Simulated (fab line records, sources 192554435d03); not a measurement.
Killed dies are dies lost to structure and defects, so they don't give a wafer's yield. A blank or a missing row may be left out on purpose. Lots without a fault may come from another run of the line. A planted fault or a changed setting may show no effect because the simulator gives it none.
fab line records | flow n5_finfet
record lots=5 wafers=12 last_day=18
route steps=1938 shown BEOL_M5@1182 BEOL_M6@1194
lots that met no fault: from a run of the same line without faults
start_h: hours from the record's first day to the start of the lot's first wafer shown | wait_h: hours since the lot's step before | " the same as in the row above | L1.1+2: a row that stands for several wafers | - no value, or no start given | * or withheld: withheld | < > ~ a bound
route shown NAME@n: a module of which the file shows steps, and the number in the route of the first | usual: mean/standard deviation of fault-free wafers | same: alike in all rows | chamber/n: place in a boat | sites: the reading at each site | _std_site: their standard deviation | _edge_site: outer sites' mean less inner sites' | radius_mm: how far each site lies from the wafer's centre | mask NAME#n: copy n | behind: the tool/chamber that last shaped the wafer | hold: why the lot was held/for how many hours/how that ended | device: the transistor (n, p or np) that didn't switch | end of line: the same wafers' tests at the end of the route | a step without rows: its recipe alone | killed: dies lost to structure and defects at the first sort, not the wafer's yield | map: a wafer's dies, x killed, . not, _ none there
set.NAME: the setting as run; set.NAME@STEP: as run at that earlier step | model.NAME: the simulator's own value behind a step, which no gauge read
lots at some steps of the route; a table a step, a row a wafer
services: from which hour (start_h, from the record's first day; less than 0 if before it) a tool's chamber was out of use, for how many hours, and why
## steps
# step N5_BEOL_M5_ANNEAL_89
# recipe temp_c=400 time_s=1800 ambient=vacuum
# step N5_BEOL_M5_SPUTTER_90
# recipe material=Cu target_thk_a=45 temp_c=-20 chamber_pressure_pa=0.07 power_w=withheld time_s=8.29
# step N5_BEOL_M5_ECD_50
# recipe material=Cu target_thk_a=3000
# step N5_BEOL_M5_ANNEAL_51
# recipe temp_c=225 time_s=90 ambient=N2
# step N5_BEOL_M5_CMP_52
# recipe stop_on=SiCOH_lowk t_overpolish_s=6.9 down_force_psi=1 platen_rpm=50 clearing_platen_down_force_psi=1.5 clearing_platen_rpm=50 post_cmp_clean=cu_alkaline target_thk_nm=62 clearing_platen_pad_velocity_m_s=0.99484 pad_velocity_m_s=0.99484
# step N5_BEOL_M5_PRE_CLEAN_77
# recipe gas=NH3/H2 time_s=15 temp_c=* rf_power_w=300
# step N5_BEOL_M5_CO_CAP_78
# recipe material=Co target_thk_a=20 temp_c=200 precursor=CCTBA/H2 pressure_torr=30 time_s=102.1
# step N5_BEOL_M5_PRE_CLEAN_55
# recipe gas=NH3 time_s=15 temp_c=withheld rf_power_w=300
# step N5_BEOL_M5_DEP_56
# recipe material=SiCN target_thk_a=80 temp_c=withheld precursor=3MS/NH3 pressure_torr=3 rf_w=202 time_s=14
# step N5_BEOL_M6_ILD_DEP_00
# recipe material=SiCOH_lowk target_thk_a=1797.5 temp_c=300 precursor=DEMS/porogen pressure_torr=5 rf_w=500 time_s=33.4
# usual heater_power_w=311/55 showerhead_plenum_p_Torr=5.746/0.014 throttle_valve_pct=13.8/0.59
# columns lot.wafer tool chamber start_h wait_h heater_power_w showerhead_plenum_p_Torr throttle_valve_pct model.SiCOH_lowk_of_BEOL_M6_ILD_DEP_00.thk_nm
L172.1 pecvd-03 1 227.42 0.0 340 5.747 14.1 177
L172.4 " 1 " " 346 5.733 13.9 178.4
L172.5 " 1 " " 355 5.747 13.8 178.2
L177.1 pecvd-03 2 254.90 0.0 275 5.733 13.6 179
L177.6 " 1 " " 351 5.747 13.8 186.2
L178.1 pecvd-03 0 265.86 0.0 247 5.731 14.0 178
L178.5 " 1 " " 331 5.745 14.0 189.4
L179.3 pecvd-03 2 271.65 0.0 242 5.725 13.3 180.4
L179.6 " 1 " " 354 5.744 14.0 188.6
L187.2 pecvd-04 0 318.12 0.0 274 5.730 13.8 180
L187.4 " 2 " " 251 5.748 13.0 180.6
L187.6 " 1 " " 271 5.748 14.0 181.2
# step N5_BEOL_M6_CURE_74
# recipe temp_c=385 time_s=240 ambient=He/Ar material=SiCOH_lowk
# step N5_BEOL_M6_THK_MEAS_01
# recipe reads=SiCOH_lowk_of_BEOL_M6_ILD_DEP_00
# usual M6_ILD_THK=154.9/1.9
# columns lot.wafer tool chamber start_h wait_h M6_ILD_THK[nm]
L172.1 film_metro-02 - 228.08 0.4 152.6
L172.4 " - " " 153.8
L172.5 " - " " 153.7
L177.1 film_metro-01 - 255.47 0.4 154.4
L177.6 " - " " 160.7
L178.1 film_metro-02 - 266.43 0.4 153.5
L178.5 " - " " 163.5
L179.3 film_metro-02 - 272.71 0.5 155.7
L179.6 " - " " 162.7
L187.2 film_metro-02 - 318.70 0.4 155.3
L187.4 " - " " 155.7
L187.6 " - " " 156.2
# step N5_BEOL_M6_PECVD_70
# recipe material=SiO2 target_thk_a=200 temp_c=400 precursor=TEOS/O2 pressure_torr=5.5 rf_w=450 teos_flow_sccm=53.8 gas=O2 flow_sccm=3000 time_s=22.7
# step N5_BEOL_M6_HM_DEP_02
# recipe material=TiN target_thk_a=200 temp_c=25 chamber_pressure_pa=0.49996
# step N5_BEOL_M6_COAT_59
# recipe resist=SOC temp_c=250 time_s=60 spin_rpm=1500 resist_thk_nm=100
# step N5_BEOL_M6_COAT_60
# recipe resist=SiARC temp_c=220 time_s=60 spin_rpm=1500 resist_thk_nm=35
# step N5_BEOL_M6_COAT_05
# recipe resist=CAR-ArF spin_rpm=1500 resist_thk_nm=90
# step N5_BEOL_M6_EBR_07
# recipe solvent=PGMEA ebr_width_mm=1.5
# step N5_BEOL_M6_SOFTBAKE_06
# recipe temp_c=110 time_s=60 resist=CAR-ArF
# step N5_BEOL_M6_EXPOSE_08
# recipe mask_id=M6 na=1.35 source_shape=dipole sigma_inner=0.817 sigma_outer=0.97 polarization=te dose_mj=68.25
# step N5_BEOL_M6_PEB_09
# recipe peb_temp_c=withheld peb_time_s=60 resist=CAR-ArF
# step N5_BEOL_M6_DEVELOP_10
# recipe develop_time_s=30 developer=TMAH resist=CAR-ArF rinse_liquid=diw dry=air_spin dev_temp_c=23
# step N5_BEOL_M6_DESCUM_16
# recipe chemistry=O2 time_s=7.9 source_power_w=50 bias_power_w=20 pressure_mtorr=20 rf_frequency_hz=2.712e+07 temp_c=40 resist=CAR-ArF o2_flow_sccm=225
# step N5_BEOL_M6_ETCH_61
# recipe chemistry=CF4 target=SiARC target_depth_a=455 mask_material=CAR-ArF time_s=75.8 ion_energy_ev=80 pressure_mtorr=40 source_w=545 bias_w=36 Ar_flow_sccm=100 cf4_flow_sccm=100 ends=cleared
# step N5_BEOL_M6_ETCH_62
# recipe chemistry=N2/H2 target=SOC target_depth_a=1100 overetch_a=220 mask_material=SiARC temp_c=40 time_s=165 ion_energy_ev=200 pressure_mtorr=30 source_w=840 bias_w=150 n2_flow_sccm=200 h2_flow_sccm=200
# step N5_BEOL_M6_STRIP_68
# recipe chemistry=N2/H2 temp_c=40 n2_flow_sccm=200 h2_flow_sccm=200 rf_frequency_hz=6e+07
# step N5_BEOL_M6_STRIP_67
# recipe chemistry=CF4 resist=SiARC power_w=300 bias_power_w=75 pressure_mtorr=50 cf4_flow_sccm=150 rf_frequency_hz=6e+07
# step N5_BEOL_M6_HM_OPEN_17
# recipe chemistry=Cl2/BCl3 target_depth_a=200 overetch_a=60 target=TiN mask_material=SOC ion_energy_ev=150 pressure_mtorr=10 icp_w=1000 bias_w=126 Cl2_flow_sccm=53.25 bcl3_flow_sccm=21.75 Ar_flow_sccm=25
# step N5_BEOL_M6_STRIP_19
# recipe chemistry=O2 power_w=400 temp_c=40 pressure_mtorr=30 rf_frequency_hz=6e+07 bias_power_w=0 overash_fraction=0.2 o2_flow_sccm=225
# step N5_BEOL_M6_COAT_63
# recipe resist=SOC temp_c=250 time_s=60 spin_rpm=1500 resist_thk_nm=60
# step N5_BEOL_M6_COAT_64
# recipe resist=SiARC temp_c=220 time_s=60 spin_rpm=1500 resist_thk_nm=12
# step N5_BEOL_M6_COAT_71
# recipe resist=underlayer temp_c=205 time_s=60 spin_rpm=1500 resist_thk_nm=5
# step N5_BEOL_M6_COAT_22
# recipe resist=CAR-EUV spin_rpm=1500 resist_thk_nm=30
# step N5_BEOL_M6_EBR_24
# recipe solvent=PGMEA ebr_width_mm=1.5
# step N5_BEOL_M6_SOFTBAKE_23
# recipe temp_c=110 time_s=60 resist=CAR-EUV
# step N5_BEOL_M6_CMP_52
# recipe stop_on=SiCOH_lowk t_overpolish_s=6.9 down_force_psi=1 platen_rpm=50 clearing_platen_down_force_psi=1.5 clearing_platen_rpm=50 post_cmp_clean=cu_alkaline target_thk_nm=80 clearing_platen_pad_velocity_m_s=0.99484 pad_velocity_m_s=0.99484
# usual barrier_field_endpoint_s=28.8/0.61 edge_zone_pressure_frac=1.000/0.0052 motor_current_A=6.2/0.61 overpolish_run_s=6.900/0.0091 time_to_endpoint_s=61.6/2.6
# columns lot.wafer tool chamber start_h wait_h barrier_field_endpoint_s edge_zone_pressure_frac motor_current_A overpolish_run_s time_to_endpoint_s model.SiCOH_lowk_of_BEOL_M6_ILD_DEP_00.thk_nm
L172.1 cmp-03 2 233.29 0.3 28.8 0.999 6.3 6.895 59.7 149.6
L172.4 " 3 " " 29.3 0.998 5.8 6.895 64.3 150.8
L172.5 " 3 " " 29.4 0.998 6.0 6.900 64.3 150.8
L177.1 cmp-03 2 264.38 0.3 28.1 0.998 6.5 6.909 59.8 151.4
L177.6 " 3 " " 28.5 1.005 5.7 6.907 62.7 157.8
L178.1 cmp-04 2 272.60 0.3 29.0 0.998 5.8 6.909 66.1 150.6
L178.5 " 2 " " 28.4 1.003 5.7 6.889 62.6 160.4
L179.3 cmp-03 1 281.43 0.3 28.1 1.004 5.6 6.906 61.1 152.6
L179.6 " 3 " " 29.4 1.017 6.1 6.902 62.1 159.6
L187.2 cmp-03 3 324.59 0.2 29.2 1.002 5.9 6.889 62.8 152.2
L187.4 " 0 " " 29.7 1.012 7.0 6.909 61.6 152.6
L187.6 " 2 " " 28.4 1.009 6.3 6.904 58.7 153.2
## services
# columns tool chamber start_h hours kind
pecvd-04 0 207.47 14.5 repair
pecvd-04 2 215.50 5.5 scheduled_down
pecvd-03 0 226.34 12.3 repair
cmp-03 - 237.49 1.0 repair
cmp-03 - 240.40 3.9 pm
cmp-03 - 250.66 1.3 repair
cmp-03 - 275.55 2.8 repair
cmp-04 - 296.05 0.3 repair
pecvd-03 0 308.66 4.7 repair
cmp-03 - 311.47 1.6 repair
cmp-04 - 315.94 0.9 repair
cmp-04 - 322.00 0.2 repair
## key
first_sign step=N5_BEOL_M6_THK_MEAS_01 reading=M6_ILD_THK direction=up sigmas=4 usual=154.9 struck=162.3
effect none on later readings
model_effect step=N5_BEOL_M6_ILD_DEP_00 value=SiCOH_lowk_of_BEOL_M6_ILD_DEP_00.thk_nm without=182.1 struck=188.1
model_effect step=N5_BEOL_M6_CMP_52 value=SiCOH_lowk_of_BEOL_M6_ILD_DEP_00.thk_nm without=154.1 struck=159.3
met_at N5_BEOL_M6_ILD_DEP_00
struck_wafers L177.6,L178.5,L179.6
onset_between 227.42 254.90
fault kind=process_parameter_drift tool=pecvd-03 chamber=- onset_h=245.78 steps=N5_BEOL_M6_ILD_DEP_00 channel=target_thk_a offset=* shape=step end_h=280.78 scope=struck_wafers_only acts_in=* stated=*
